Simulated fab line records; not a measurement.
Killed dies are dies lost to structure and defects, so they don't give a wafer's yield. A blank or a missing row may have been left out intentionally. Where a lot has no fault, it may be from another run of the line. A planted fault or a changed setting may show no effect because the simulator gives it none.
What tool caused it? | flow nand-harc | 72 wafers from 24 lots sampled at 6 of the route's 1159 steps

== WHAT THE GAUGES SHOWED, per wafer ==
NHARC_A_CONTACT_CD_MEAS_15. Usual: 90.1 nm for cd-nm, sd 0.47.
lot  | measured     | on        | cd-nm (nm)     | flag
L074 | day 17 11:48 | cd-sem-02 | 90.8 90.7 90.3 |
L077 | day 17 15:33 | cd-sem-03 | 90.5 90.3 89.8 |
L075 | day 17 16:41 | cd-sem-01 | 90.7 90.2 91.0 |
L076 | day 17 23:08 | cd-sem-01 | 90.9 90.6 90.6 |
L078 | day 18 02:28 | cd-sem-03 | 90.4 89.9 89.4 |
L079 | day 18 15:38 | cd-sem-01 | 89.7 89.8 89.0 |
L081 | day 18 18:38 | cd-sem-03 | 90.0 90.3 89.7 |
L082 | day 18 21:16 | cd-sem-03 | 90.7 90.1 90.4 |
L080 | day 18 23:35 | cd-sem-02 | 89.6 89.6 89.5 |
L084 | day 19 11:20 | cd-sem-02 | 90.0 90.1 89.3 |
L083 | day 19 12:11 | cd-sem-02 | 89.8 89.7 90.2 |
L086 | day 20 02:50 | cd-sem-01 | 90.3 90.5 90.3 |
L085 | day 20 04:20 | cd-sem-03 | 89.6 89.5 89.8 |
L088 | day 20 05:36 | cd-sem-03 | 89.6 90.1 90.3 |
L087 | day 20 10:13 | cd-sem-02 | 89.5 89.8 89.8 |
L089 | day 20 18:05 | cd-sem-02 | 90.2 90.4 90.7 |
L094 | day 21 10:26 | cd-sem-03 | 90.2 90.4 89.8 |
L090 | day 21 13:30 | cd-sem-03 | 90.3 91.0 90.0 |
L095 | day 21 14:34 | cd-sem-02 | 89.4 90.1 89.3 |
L092 | day 21 17:49 | cd-sem-01 | 90.6 90.7 90.6 |
L091 | day 21 23:14 | cd-sem-03 | 89.8 89.4 90.0 |
L093 | day 22 01:08 | cd-sem-03 | 90.6 90.7 90.8 |
L096 | day 22 02:48 | cd-sem-03 | 90.2 89.9 90.7 |
L097 | day 23 14:51 | cd-sem-03 | 90.4 89.4 90.5 |

NHARC_A_BLC_CD_MEAS_19. Usual: 99.8 nm for cd-nm, sd 1.7.
lot  | measured     | on        | cd-nm (nm)        | flag
L074 | day 18 00:41 | cd-sem-02 | 102.8 101.6 101.3 |
L077 | day 18 01:22 | cd-sem-01 | 97.7 99.2 100.6   |
L075 | day 18 02:16 | cd-sem-03 | 98.9 99.0 97.3    |
L076 | day 18 08:46 | cd-sem-03 | 98.9 99.9 98.2    |
L078 | day 18 09:58 | cd-sem-02 | 95.2 98.0 98.0    |
L079 | day 18 20:52 | cd-sem-02 | 100.8 101.9 99.9  |
L081 | day 18 22:52 | cd-sem-01 | 100.1 103.9 101.6 |
L082 | day 19 05:26 | cd-sem-01 | 100.7 97.8 100.6  |
L080 | day 19 06:37 | cd-sem-02 | 98.3 97.6 98.1    |
L084 | day 19 15:58 | cd-sem-03 | 98.4 100.9 98.6   |
L083 | day 19 17:05 | cd-sem-03 | 97.3 99.3 97.8    |
L086 | day 20 07:16 | cd-sem-02 | 99.1 101.0 101.0  |
L085 | day 20 12:26 | cd-sem-01 | 100.3 100.2 101.4 |
L088 | day 20 13:06 | cd-sem-03 | 100.1 97.8 101.0  |
L087 | day 20 14:21 | cd-sem-03 | 101.6 101.3 100.1 |
L089 | day 21 05:32 | cd-sem-03 | 98.4 101.4 97.5   |
L094 | day 21 14:55 | cd-sem-01 | 99.0 97.6 101.6   |
L090 | day 21 18:07 | cd-sem-01 | 100.2 100.1 99.7  |
L095 | day 21 18:47 | cd-sem-03 | 103.3 100.0 101.0 |
L092 | day 21 22:08 | cd-sem-01 | 98.0 99.5 98.9    |
L091 | day 22 06:29 | cd-sem-02 | 103.3 102.1 102.3 |
L093 | day 22 07:40 | cd-sem-02 | 100.1 101.7 102.9 |
L096 | day 22 07:44 | cd-sem-03 | 98.7 99.1 100.7   |
L097 | day 23 21:55 | cd-sem-03 | 97.4 101.2 101.4  |

NHARC_A_BLC_INSPECT_28. Usual: 435 for raw-defect-count, sd 120.
lot  | measured     | on                | raw-defect-count | flag
L074 | day 18 07:28 | defect-inspect-02 | 466 411 343      |
L077 | day 18 07:38 | defect-inspect-01 | 349 333 281      |
L075 | day 18 07:55 | defect-inspect-01 | 396 289 642      |
L076 | day 18 13:18 | defect-inspect-01 | 481 280 271      |
L078 | day 18 13:35 | defect-inspect-01 | 436 460 426      |
L079 | day 19 03:07 | defect-inspect-01 | 629 313 372      |
L081 | day 19 04:17 | defect-inspect-02 | 489 348 506      |
L082 | day 19 08:34 | defect-inspect-01 | 412 318 290      |
L080 | day 19 08:59 | defect-inspect-02 | 267 312 389      |
L084 | day 19 19:58 | defect-inspect-01 | 603 540 678      |
L083 | day 19 22:16 | defect-inspect-02 | 889 476 558      |
L086 | day 20 11:06 | defect-inspect-02 | 491 462 362      |
L085 | day 20 17:05 | defect-inspect-01 | 451 473 443      |
L088 | day 20 17:28 | defect-inspect-02 | 391 513 584      |
L087 | day 21 02:41 | defect-inspect-02 | 382 290 418      |
L089 | day 21 11:45 | defect-inspect-01 | 362 373 447      |
L094 | day 21 16:55 | defect-inspect-02 | 356 410 362      |
L090 | day 21 20:08 | defect-inspect-01 | 617 687 569      |
L095 | day 21 20:50 | defect-inspect-01 | 275 271 444      |
L092 | day 22 04:20 | defect-inspect-01 | 425 313 419      |
L091 | day 22 11:10 | defect-inspect-01 | 436 630 444      |
L093 | day 22 15:54 | defect-inspect-02 | 467 305 394      |
L096 | day 22 16:20 | defect-inspect-02 | 400 368 317      |
L097 | day 24 03:13 | defect-inspect-02 | 595 361 462      |

NHARC_A_M0_OVL_MEAS_10: pitch 160 nm. Usual: overlay-x-nm 0.0 nm, standard deviation 0.72; overlay-y-nm -0.1 nm, standard deviation 0.84.
lot  | measured     | on         | overlay-x-nm (nm) | overlay-y-nm (nm) | flag
L074 | day 18 08:28 | overlay-01 | 0.1 0.4 0.3       | -0.4 -0.8 -0.3    |
L077 | day 18 08:37 | overlay-02 | -0.8 -0.1 -0.5    | -0.2 -0.8 -0.2    |
L075 | day 18 08:55 | overlay-01 | -0.1 -0.5 -0.3    | -1.3 -1.0 -1.4    |
L076 | day 18 14:10 | overlay-01 | 0.0 -0.2 -0.3     | 0.8 1.1 0.8       |
L078 | day 18 14:35 | overlay-02 | 0.7 0.6 1.3       | -1.1 -1.0 -1.3    |
L079 | day 19 03:59 | overlay-02 | -0.3 -0.5 0.2     | 0.0 -0.8 -0.4     |
L081 | day 19 05:35 | overlay-01 | -0.7 -0.7 -1.1    | -0.6 -0.9 -0.7    |
L082 | day 19 09:33 | overlay-02 | 0.2 0.3 0.3       | -0.8 -0.2 -0.1    |
L080 | day 19 09:58 | overlay-02 | -0.8 -1.1 -0.8    | 0.0 0.6 0.4       |
L084 | day 19 20:58 | overlay-01 | -0.8 -0.8 -0.6    | 1.7 1.5 1.4       |
L083 | day 19 23:25 | overlay-01 | 0.1 0.2 -0.1      | -0.7 -0.9 -0.8    |
L086 | day 20 11:58 | overlay-02 | 0.3 0.5 0.6       | 0.5 0.9 1.0       |
L085 | day 20 18:04 | overlay-01 | -0.2 -0.2 -1.1    | 0.9 0.0 0.4       |
L088 | day 20 18:28 | overlay-01 | 0.8 0.5 0.1       | 0.1 0.1 -0.1      |
L087 | day 21 03:33 | overlay-02 | 1.7 1.5 1.8       | 0.7 0.7 0.7       |
L089 | day 21 12:46 | overlay-02 | -0.3 -0.2 -0.2    | 1.3 1.1 1.1       |
L094 | day 21 17:54 | overlay-01 | -0.3 -0.3 -0.7    | 1.5 1.4 1.5       |
L090 | day 21 21:07 | overlay-02 | 0.7 0.4 0.7       | 0.2 0.0 -0.3      |
L095 | day 21 21:42 | overlay-02 | 0.9 0.6 0.1       | 0.4 -0.1 0.2      |
L092 | day 22 05:20 | overlay-01 | -1.2 -1.1 -0.9    | -0.8 -0.8 -0.1    |
L091 | day 22 12:10 | overlay-02 | 1.3 0.8 0.9       | -0.2 -0.5 0.2     |
L093 | day 22 16:46 | overlay-01 | -0.2 -0.2 -0.4    | -1.1 -0.8 -1.0    |
L096 | day 22 17:19 | overlay-02 | -1.3 -0.4 -0.8    | -1.5 -1.4 -1.5    |
L097 | day 24 04:13 | overlay-01 | 0.8 1.0 1.3       | -0.9 0.0 -0.3     |

== EACH LOT AND THE TOOL THAT RAN IT (in order: tool; ch and the chambers of the sampled wafers; start) ==
lot  | NHARC_A_CONTACT_ETCH_106           | NHARC_A_BLC_CVD_24
L074 | rie-diel-01 ch 0,1,2, day 17 06:23 | cvd-w-01 ch 0,1, day 18 07:28 or earlier
L077 | rie-diel-02 ch 1,2, day 17 07:17   | cvd-w-02 ch 0,1, day 18 07:38 or earlier
L075 | rie-diel-02 ch 1,2,3, day 17 11:23 | cvd-w-01 ch 0,1, day 18 07:55 or earlier
L076 | rie-diel-12 ch 1,2,3, day 17 17:54 | cvd-w-01 ch 0,1, day 18 13:18 or earlier
L078 | rie-diel-12 ch 1,2,3, day 17 20:11 | cvd-w-02 ch 0,1, day 18 13:35 or earlier
L079 | rie-diel-01 ch 1,3, day 18 09:51   | cvd-w-02 ch 1, day 19 03:07 or earlier
L081 | rie-diel-02 ch 0,1,3, day 18 12:44 | cvd-w-02 ch 0, day 19 04:17 or earlier
L082 | rie-diel-01 ch 0,1,2, day 18 15:10 | cvd-w-01 ch 0,1, day 19 08:34 or earlier
L080 | rie-diel-02 ch 0,1, day 18 17:53   | cvd-w-01 ch 0,1, day 19 08:59 or earlier
L084 | rie-diel-02 ch 0,1,2, day 19 04:08 | cvd-w-02 ch 0,1, day 19 19:58 or earlier
L083 | rie-diel-12 ch 0,1, day 19 04:59   | cvd-w-01 ch 0,1, day 19 22:16 or earlier
L086 | rie-diel-12 ch 0,2,3, day 19 18:52 | cvd-w-01 ch 0,1, day 20 11:06 or earlier
L085 | rie-diel-02 ch 1,2, day 19 19:39   | cvd-w-02 ch 0,1, day 20 17:05 or earlier
L088 | rie-diel-02 ch 0,1,2, day 19 23:04 | cvd-w-01 ch 0,1, day 20 17:28 or earlier
L087 | rie-diel-12 ch 0,1,3, day 20 04:34 | cvd-w-02 ch 0,1, day 21 02:41 or earlier
L089 | rie-diel-02 ch 0,2,3, day 20 10:36 | cvd-w-01 ch 0,1, day 21 11:45 or earlier
L094 | rie-diel-02 ch 0,2,3, day 21 02:08 | cvd-w-01 ch 0,1, day 21 16:55 or earlier
L090 | rie-diel-12 ch 1,2,3, day 21 04:29 | cvd-w-02 ch 0,1, day 21 20:08 or earlier
L095 | rie-diel-02 ch 0,1,2, day 21 08:16 | cvd-w-02 ch 0,1, day 21 20:50 or earlier
L092 | rie-diel-12 ch 0,3, day 21 10:05   | cvd-w-01 ch 0,1, day 22 04:20 or earlier
L091 | rie-diel-02 ch 2,3, day 21 16:05   | cvd-w-01 ch 0,1, day 22 11:10 or earlier
L093 | rie-diel-02 ch 0,3, day 21 17:03   | cvd-w-01 ch 0,1, day 22 15:54 or earlier
L096 | rie-diel-12 ch 1,2,3, day 21 21:35 | cvd-w-01 ch 0,1, day 22 16:20 or earlier
L097 | rie-diel-01 ch 1,3, day 23 07:34   | cvd-w-02 ch 1, day 24 03:13 or earlier
- NHARC_A_CONTACT_ETCH_106: etches the open film in CF4/O2, target depth 60 nm, overetch 6 nm, time 33 s.
- NHARC_A_BLC_CVD_24: deposits W, target thk 150 nm, time 434 s.

== AS READ BY THE TOOLS THEMSELVES (means over the sampled wafers that have a number; for cases with no such wafer, the mark the record gives instead) ==
NHARC_A_CONTACT_ETCH_106. Usual: drypump-motor-current-A 5.97 A, standard deviation 0.22; oes-product-au 1.000 a.u., standard deviation 0.0079; rf-vpp-V 197.6 V, standard deviation 1.4; showerhead-plenum-p-Torr 1.33 Torr, standard deviation 0.058; throttle-valve-pct 13.399 %, standard deviation 0.0098.
lot  | tool        | drypump-motor-current-A (A) | oes-product-au (a.u.) | rf-vpp-V (V) | showerhead-plenum-p-Torr (Torr) | throttle-valve-pct (%) | flag
L074 | rie-diel-01 | 5.84                        | 0.998                 | 197.2        | 1.29                            | 13.397                 |
L077 | rie-diel-02 | 6.09                        | 1.011                 | 198.7        | 1.33                            | 13.405                 |
L075 | rie-diel-02 | 6.09                        | 1.008                 | 197.0        | 1.33                            | 13.391                 |
L076 | rie-diel-12 | 5.84                        | 1.004                 | 197.8        | 1.32                            | 13.394                 |
L078 | rie-diel-12 | 5.86                        | 0.999                 | 196.7        | 1.32                            | 13.404                 |
L079 | rie-diel-01 | 5.75                        | 1.007                 | 198.7        | 1.41                            | 13.400                 |
L081 | rie-diel-02 | 6.08                        | 0.997                 | 197.6        | 1.33                            | 13.404                 |
L082 | rie-diel-01 | 5.84                        | 0.998                 | 195.6        | 1.29                            | 13.414                 |
L080 | rie-diel-02 | 6.14                        | 0.997                 | 197.9        | 1.37                            | 13.394                 |
L084 | rie-diel-02 | 6.09                        | 1.010                 | 197.6        | 1.33                            | 13.401                 |
L083 | rie-diel-12 | 5.91                        | 0.986                 | 196.7        | 1.28                            | 13.400                 |
L086 | rie-diel-12 | 5.96                        | 1.004                 | 198.0        | 1.34                            | 13.393                 |
L085 | rie-diel-02 | 6.11                        | 1.006                 | 197.8        | 1.33                            | 13.400                 |
L088 | rie-diel-02 | 6.09                        | 1.004                 | 197.9        | 1.33                            | 13.397                 |
L087 | rie-diel-12 | 6.02                        | 1.000                 | 197.2        | 1.32                            | 13.401                 |
L089 | rie-diel-02 | 6.02                        | 0.995                 | 197.3        | 1.29                            | 13.399                 |
L094 | rie-diel-02 | 5.99                        | 0.994                 | 197.1        | 1.29                            | 13.404                 |
L090 | rie-diel-12 | 5.85                        | 0.989                 | 196.8        | 1.31                            | 13.406                 |
L095 | rie-diel-02 | 6.09                        | 1.005                 | 198.4        | 1.33                            | 13.394                 |
L092 | rie-diel-12 | 6.15                        | 0.997                 | 198.1        | 1.34                            | 13.397                 |
L091 | rie-diel-02 | 6.02                        | 0.993                 | 196.6        | 1.28                            | 13.403                 |
L093 | rie-diel-02 | 6.00                        | 0.996                 | 196.4        | 1.29                            | 13.409                 |
L096 | rie-diel-12 | 5.86                        | 1.002                 | 196.6        | 1.31                            | 13.393                 |
L097 | rie-diel-01 | 5.76                        | 0.999                 | 199.3        | 1.40                            | 13.399                 |

NHARC_A_BLC_CVD_24. Usual: heater-power-w 454 W, standard deviation 19; throttle-valve-pct 7.7 %, standard deviation 0.31.
lot  | tool     | heater-power-w (W) | throttle-valve-pct (%) | flag
L074 | cvd-w-01 | 447                | 7.6                    |
L077 | cvd-w-02 | 470                | 7.6                    |
L075 | cvd-w-01 | 455                | 7.7                    |
L076 | cvd-w-01 | 443                | 7.6                    |
L078 | cvd-w-02 | 462                | 7.8                    |
L079 | cvd-w-02 | 427                | 8.1                    |
L081 | cvd-w-02 | 486                | 7.5                    |
L082 | cvd-w-01 | 454                | 7.6                    |
L080 | cvd-w-01 | 448                | 7.8                    |
L084 | cvd-w-02 | 468                | 7.8                    |
L083 | cvd-w-01 | 450                | 7.8                    |
L086 | cvd-w-01 | 446                | 7.7                    |
L085 | cvd-w-02 | 443                | 8.1                    |
L088 | cvd-w-01 | 447                | 7.5                    |
L087 | cvd-w-02 | 445                | 8.1                    |
L089 | cvd-w-01 | 462                | 7.6                    |
L094 | cvd-w-01 | 469                | 7.6                    |
L090 | cvd-w-02 | 450                | 7.9                    |
L095 | cvd-w-02 | 447                | 8.1                    |
L092 | cvd-w-01 | 467                | 7.5                    |
L091 | cvd-w-01 | 473                | 7.5                    |
L093 | cvd-w-01 | 463                | 7.6                    |
L096 | cvd-w-01 | 464                | 7.4                    |
L097 | cvd-w-02 | 430                | 8.3                    |

== THE ANSWER, worked out from the rows above alone ==
Rule: take the mean of a lot's wafers that have a number; if it is more than 3 standard deviations from the usual mean, the lot is off. Also off: a lot with no number at a reading for which 4 or more lots have one. Any other lot the step has rows for is counted as sound. The gauges are gone through in route order, then the tools' own readings, and for those a lot's mean is taken as printed above. The first step at which some lot is off is used, and at that step the reading that is off furthest; a lot without a number counts as furthest.
None of the lots is off at any reading shown; this tells nothing.

== WHAT THE SIMULATOR PUT IN ==
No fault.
